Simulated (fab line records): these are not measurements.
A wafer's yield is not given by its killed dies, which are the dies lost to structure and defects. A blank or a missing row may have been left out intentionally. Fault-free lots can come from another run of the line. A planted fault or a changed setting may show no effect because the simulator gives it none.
Which tool was responsible? / flow n5Finfet / 21 lots with 63 wafers sampled at 2 steps, on a route of 1938 steps

WHAT THE GAUGES READ, wafer by wafer
N5_WELL_APT_CD_MEAS_25: the cd target is 200 nm. Usual: 199.5 nm for cdNm, sd 2.1.
lot=L074; measured=day 1 14:42; on=cdSem-03; cdNm (nm)=197.9 199.8 198.5; flag=
lot=L075; measured=day 1 21:23; on=cdSem-01; cdNm (nm)=197.7 194.7 200.9; flag=
lot=L076; measured=day 2 02:47; on=cdSem-03; cdNm (nm)=200.4 199.2 200.1; flag=
lot=L077; measured=day 2 09:12; on=cdSem-03; cdNm (nm)=198.8 196.8 198.0; flag=
lot=L079; measured=day 2 20:47; on=cdSem-02; cdNm (nm)=194.7 196.4 197.5; flag=
lot=L080; measured=day 3 03:04; on=cdSem-01; cdNm (nm)=202.6 201.1 202.0; flag=
lot=L081; measured=day 3 08:43; on=cdSem-02; cdNm (nm)=199.4 197.1 197.5; flag=
lot=L083; measured=day 3 21:07; on=cdSem-01; cdNm (nm)=198.9 200.7 198.7; flag=
lot=L084; measured=day 4 02:58; on=cdSem-02; cdNm (nm)=199.0 201.4 205.3; flag=
lot=L086; measured=day 4 14:59; on=cdSem-01; cdNm (nm)=200.6 199.5 198.5; flag=
lot=L087; measured=day 4 20:57; on=cdSem-03; cdNm (nm)=199.0 197.5 199.5; flag=
lot=L088; measured=day 5 03:49; on=cdSem-03; cdNm (nm)=195.8 195.8 198.0; flag=
lot=L089; measured=day 5 08:44; on=cdSem-02; cdNm (nm)=199.5 199.9 199.4; flag=
lot=L090; measured=day 5 14:57; on=cdSem-01; cdNm (nm)=202.0 203.5 201.2; flag=
lot=L091; measured=day 5 21:08; on=cdSem-01; cdNm (nm)=200.2 199.8 199.3; flag=
lot=L092; measured=day 6 03:17; on=cdSem-02; cdNm (nm)=199.9 199.7 198.3; flag=
lot=L093; measured=day 6 09:20; on=cdSem-01; cdNm (nm)=196.1 196.7 197.5; flag=
lot=L094; measured=day 6 15:07; on=cdSem-01; cdNm (nm)=199.1 199.6 199.7; flag=
lot=L095; measured=day 6 20:56; on=cdSem-02; cdNm (nm)=199.6 203.4 198.3; flag=
lot=L096; measured=day 7 03:11; on=cdSem-02; cdNm (nm)=201.1 196.9 198.6; flag=
lot=L097; measured=day 7 08:59; on=cdSem-03; cdNm (nm)=197.9 198.2 197.6; flag=

WHAT TOOL EACH LOT RAN ON (gives the tool, then ch and the chambers of the sampled wafers, and finally the start)
lot=L074; N5_WELL_APT_DESCUM_13=rieDiel-03 ch 0,2,3, day 1 13:40
lot=L075; N5_WELL_APT_DESCUM_13=rieDiel-06 ch 0,1,2, day 1 20:01
lot=L076; N5_WELL_APT_DESCUM_13=rieDiel-01 ch 0,1,2, day 2 01:46
lot=L077; N5_WELL_APT_DESCUM_13=rieDiel-06 ch 0,1, day 2 08:10
lot=L079; N5_WELL_APT_DESCUM_13=rieDiel-03 ch 1,2,3, day 2 19:46
lot=L080; N5_WELL_APT_DESCUM_13=rieDiel-01 ch 1,2,3, day 3 02:02
lot=L081; N5_WELL_APT_DESCUM_13=rieDiel-01 ch 0,2,3, day 3 07:41
lot=L083; N5_WELL_APT_DESCUM_13=rieDiel-06 ch 0,1,2, day 3 19:58
lot=L084; N5_WELL_APT_DESCUM_13=rieDiel-01 ch 0,1,2, day 4 01:56
lot=L086; N5_WELL_APT_DESCUM_13=rieDiel-03 ch 0,2,3, day 4 13:55
lot=L087; N5_WELL_APT_DESCUM_13=rieDiel-03 ch 1,3, day 4 19:55
lot=L088; N5_WELL_APT_DESCUM_13=rieDiel-01 ch 0,1,2, day 5 02:46
lot=L089; N5_WELL_APT_DESCUM_13=rieDiel-01 ch 0,2,3, day 5 07:42
lot=L090; N5_WELL_APT_DESCUM_13=rieDiel-01 ch 1,2,3, day 5 13:47
lot=L091; N5_WELL_APT_DESCUM_13=rieDiel-03 ch 0,1,2, day 5 20:05
lot=L092; N5_WELL_APT_DESCUM_13=rieDiel-01 ch 0,1,2, day 6 02:07
lot=L093; N5_WELL_APT_DESCUM_13=rieDiel-06 ch 0,3, day 6 08:10
lot=L094; N5_WELL_APT_DESCUM_13=rieDiel-01 ch 0,2,3, day 6 13:58
lot=L095; N5_WELL_APT_DESCUM_13=rieDiel-01 ch 2,3, day 6 19:54
lot=L096; N5_WELL_APT_DESCUM_13=rieDiel-01 ch 0,2,3, day 7 02:10
lot=L097; N5_WELL_APT_DESCUM_13=rieDiel-06 ch 0,2,3, day 7 07:57
- N5_WELL_APT_DESCUM_13: chemistry O2, time 7.9 s.

AS READ BY THE TOOLS THEMSELVES (means over the sampled wafers that have a number; for cases with no such wafer, the mark the record gives instead)
N5_WELL_APT_DESCUM_13. Usual: chamberPressureMTorr 20.000 mTorr, standard deviation 0.017; drypumpMotorCurrentA 5.6 A, standard deviation 0.51; o2FlowSccm 225.0 sccm, standard deviation 0.61; oesProductAu 0.79 a.u., standard deviation 0.073; rfVppV 243.7 V, standard deviation 1.4; showerheadPlenumPTorr 2.13 Torr, standard deviation 0.073; tempC 40.00 C, standard deviation 0.12; throttleValvePct 20.49 %, standard deviation 0.22.
lot=L074; tool=rieDiel-03; chamberPressureMTorr (mTorr)=20.003; drypumpMotorCurrentA (A)=6.0; o2FlowSccm (sccm)=224.9; oesProductAu (a.u.)=0.74; rfVppV (V)=244.0; showerheadPlenumPTorr (Torr)=2.12; tempC (C)=40.02; throttleValvePct (%)=20.63; flag=
lot=L075; tool=rieDiel-06; chamberPressureMTorr (mTorr)=19.993; drypumpMotorCurrentA (A)=5.2; o2FlowSccm (sccm)=224.9; oesProductAu (a.u.)=0.84; rfVppV (V)=243.2; showerheadPlenumPTorr (Torr)=2.13; tempC (C)=40.07; throttleValvePct (%)=20.52; flag=
lot=L076; tool=rieDiel-01; chamberPressureMTorr (mTorr)=19.998; drypumpMotorCurrentA (A)=5.5; o2FlowSccm (sccm)=225.0; oesProductAu (a.u.)=0.77; rfVppV (V)=244.2; showerheadPlenumPTorr (Torr)=2.12; tempC (C)=39.92; throttleValvePct (%)=20.57; flag=
lot=L077; tool=rieDiel-06; chamberPressureMTorr (mTorr)=20.020; drypumpMotorCurrentA (A)=5.3; o2FlowSccm (sccm)=224.6; oesProductAu (a.u.)=0.83; rfVppV (V)=244.0; showerheadPlenumPTorr (Torr)=2.16; tempC (C)=39.86; throttleValvePct (%)=20.51; flag=
lot=L079; tool=rieDiel-03; chamberPressureMTorr (mTorr)=20.011; drypumpMotorCurrentA (A)=5.5; o2FlowSccm (sccm)=225.1; oesProductAu (a.u.)=0.77; rfVppV (V)=242.3; showerheadPlenumPTorr (Torr)=2.07; tempC (C)=39.91; throttleValvePct (%)=20.44; flag=
lot=L080; tool=rieDiel-01; chamberPressureMTorr (mTorr)=20.016; drypumpMotorCurrentA (A)=5.8; o2FlowSccm (sccm)=225.1; oesProductAu (a.u.)=0.82; rfVppV (V)=243.5; showerheadPlenumPTorr (Torr)=2.17; tempC (C)=39.99; throttleValvePct (%)=20.44; flag=
lot=L081; tool=rieDiel-01; chamberPressureMTorr (mTorr)=19.989; drypumpMotorCurrentA (A)=5.7; o2FlowSccm (sccm)=225.1; oesProductAu (a.u.)=0.84; rfVppV (V)=244.4; showerheadPlenumPTorr (Torr)=2.18; tempC (C)=39.99; throttleValvePct (%)=20.44; flag=
lot=L083; tool=rieDiel-06; chamberPressureMTorr (mTorr)=20.007; drypumpMotorCurrentA (A)=5.2; o2FlowSccm (sccm)=225.0; oesProductAu (a.u.)=0.81; rfVppV (V)=243.0; showerheadPlenumPTorr (Torr)=2.12; tempC (C)=39.90; throttleValvePct (%)=20.54; flag=
lot=L084; tool=rieDiel-01; chamberPressureMTorr (mTorr)=20.007; drypumpMotorCurrentA (A)=5.5; o2FlowSccm (sccm)=225.4; oesProductAu (a.u.)=0.75; rfVppV (V)=244.0; showerheadPlenumPTorr (Torr)=2.12; tempC (C)=40.01; throttleValvePct (%)=20.60; flag=
lot=L086; tool=rieDiel-03; chamberPressureMTorr (mTorr)=19.997; drypumpMotorCurrentA (A)=5.9; o2FlowSccm (sccm)=224.5; oesProductAu (a.u.)=0.72; rfVppV (V)=244.2; showerheadPlenumPTorr (Torr)=2.11; tempC (C)=40.17; throttleValvePct (%)=20.67; flag=
lot=L087; tool=rieDiel-03; chamberPressureMTorr (mTorr)=20.010; drypumpMotorCurrentA (A)=5.1; o2FlowSccm (sccm)=225.3; oesProductAu (a.u.)=0.78; rfVppV (V)=242.4; showerheadPlenumPTorr (Torr)=2.08; tempC (C)=40.04; throttleValvePct (%)=20.29; flag=
lot=L088; tool=rieDiel-01; chamberPressureMTorr (mTorr)=19.995; drypumpMotorCurrentA (A)=5.5; o2FlowSccm (sccm)=225.2; oesProductAu (a.u.)=0.75; rfVppV (V)=243.7; showerheadPlenumPTorr (Torr)=2.11; tempC (C)=40.04; throttleValvePct (%)=20.62; flag=
lot=L089; tool=rieDiel-01; chamberPressureMTorr (mTorr)=20.005; drypumpMotorCurrentA (A)=5.7; o2FlowSccm (sccm)=225.0; oesProductAu (a.u.)=0.82; rfVppV (V)=243.9; showerheadPlenumPTorr (Torr)=2.17; tempC (C)=40.10; throttleValvePct (%)=20.47; flag=
lot=L090; tool=rieDiel-01; chamberPressureMTorr (mTorr)=19.989; drypumpMotorCurrentA (A)=5.8; o2FlowSccm (sccm)=224.7; oesProductAu (a.u.)=0.80; rfVppV (V)=243.8; showerheadPlenumPTorr (Torr)=2.16; tempC (C)=40.05; throttleValvePct (%)=20.45; flag=
lot=L091; tool=rieDiel-03; chamberPressureMTorr (mTorr)=19.993; drypumpMotorCurrentA (A)=5.6; o2FlowSccm (sccm)=226.2; oesProductAu (a.u.)=0.76; rfVppV (V)=243.2; showerheadPlenumPTorr (Torr)=2.07; tempC (C)=40.10; throttleValvePct (%)=20.45; flag=
lot=L092; tool=rieDiel-01; chamberPressureMTorr (mTorr)=20.001; drypumpMotorCurrentA (A)=5.5; o2FlowSccm (sccm)=225.3; oesProductAu (a.u.)=0.74; rfVppV (V)=243.3; showerheadPlenumPTorr (Torr)=2.11; tempC (C)=40.04; throttleValvePct (%)=20.64; flag=
lot=L093; tool=rieDiel-06; chamberPressureMTorr (mTorr)=19.990; drypumpMotorCurrentA (A)=5.0; o2FlowSccm (sccm)=225.2; oesProductAu (a.u.)=0.77; rfVppV (V)=242.7; showerheadPlenumPTorr (Torr)=2.12; tempC (C)=39.96; throttleValvePct (%)=20.44; flag=
lot=L094; tool=rieDiel-01; chamberPressureMTorr (mTorr)=19.990; drypumpMotorCurrentA (A)=5.7; o2FlowSccm (sccm)=224.4; oesProductAu (a.u.)=0.80; rfVppV (V)=244.8; showerheadPlenumPTorr (Torr)=2.17; tempC (C)=39.89; throttleValvePct (%)=20.48; flag=
lot=L095; tool=rieDiel-01; chamberPressureMTorr (mTorr)=19.998; drypumpMotorCurrentA (A)=6.0; o2FlowSccm (sccm)=225.3; oesProductAu (a.u.)=0.84; rfVppV (V)=245.3; showerheadPlenumPTorr (Torr)=2.22; tempC (C)=39.91; throttleValvePct (%)=20.34; flag=
lot=L096; tool=rieDiel-01; chamberPressureMTorr (mTorr)=19.999; drypumpMotorCurrentA (A)=5.8; o2FlowSccm (sccm)=224.9; oesProductAu (a.u.)=0.80; rfVppV (V)=243.8; showerheadPlenumPTorr (Torr)=2.17; tempC (C)=40.02; throttleValvePct (%)=20.49; flag=
lot=L097; tool=rieDiel-06; chamberPressureMTorr (mTorr)=20.004; drypumpMotorCurrentA (A)=5.1; o2FlowSccm (sccm)=224.4; oesProductAu (a.u.)=0.79; rfVppV (V)=243.3; showerheadPlenumPTorr (Torr)=2.08; tempC (C)=40.03; throttleValvePct (%)=20.46; flag=

THE ANSWER, worked out from the rows above alone
Rule: take the mean of a lot's wafers that have a number; if it is more than 3 standard deviations from the usual mean, the lot is off. A lot without any number at a reading at which 4 lots or more have one is off too. The other lots that the step has rows for count as sound. First the gauges in route order, then the tools' own readings, where a lot's mean is used as printed above. At the first step where some lot is off, the reading lying furthest off is the one used; lots without a number count as furthest.
None of the lots is off at any reading shown; this tells nothing.

WHAT THE SIMULATOR HAD PUT IN
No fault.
